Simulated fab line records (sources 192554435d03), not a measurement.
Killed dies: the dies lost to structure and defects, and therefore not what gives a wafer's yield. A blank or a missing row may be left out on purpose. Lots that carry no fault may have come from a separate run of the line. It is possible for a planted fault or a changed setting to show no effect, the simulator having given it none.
Which tool is to blame? | flow n5Finfet | at 1 step of a route of 1938, 11 lots with 32 wafers sampled

WHAT EACH GAUGE READ, for each wafer
N5_BEOL_M12_INSPECT_55: inspects for defects (darkfield).
lot  | measured     | on               | rawDefectCount
L825 | day 12 08:55 | defectInspect-01 | 84 46 57
L827 | day 12 16:50 | defectInspect-01 | 73 110 84
L826 | day 12 20:20 | defectInspect-02 | 56 56 52
L829 | day 13 10:45 | defectInspect-01 | 66 31 62
L831 | day 13 20:56 | defectInspect-02 | 46 72 49
L833 | day 14 14:46 | defectInspect-02 | 82 91
L836 | day 14 21:26 | defectInspect-02 | 69 76 71
L838 | day 15 12:55 | defectInspect-02 | 95 72 90
L840 | day 16 02:45 | defectInspect-01 | 87 66 67
L841 | day 16 03:37 | defectInspect-01 | 44 50 50
L842 | day 16 09:37 | defectInspect-01 | 72 61 63

WHICH TOOL RAN EACH LOT (tool, then ch and the chambers of the sampled wafers, then the start)
There is no process step in the record ahead of these readings.

THE ANSWER, worked out from the rows above alone
Rule: the usual values come from the lots themselves. Put in order of their means at a reading, lots are off if they are a third of the lots or fewer, leave a main group of 4 or more, and stand apart from it by a gap of 3 or more times the standard deviation of the main group's means; of several such gaps the widest counts. Not used: any main group whose means are identical at the precision the tables above print for the reading. Also off: a lot with no number at a reading for which 4 or more lots have one. The other lots that the step has rows for count as sound.
No lot is off at any reading shown: from this, nothing can be told.

WHAT THE SIMULATOR PUT IN
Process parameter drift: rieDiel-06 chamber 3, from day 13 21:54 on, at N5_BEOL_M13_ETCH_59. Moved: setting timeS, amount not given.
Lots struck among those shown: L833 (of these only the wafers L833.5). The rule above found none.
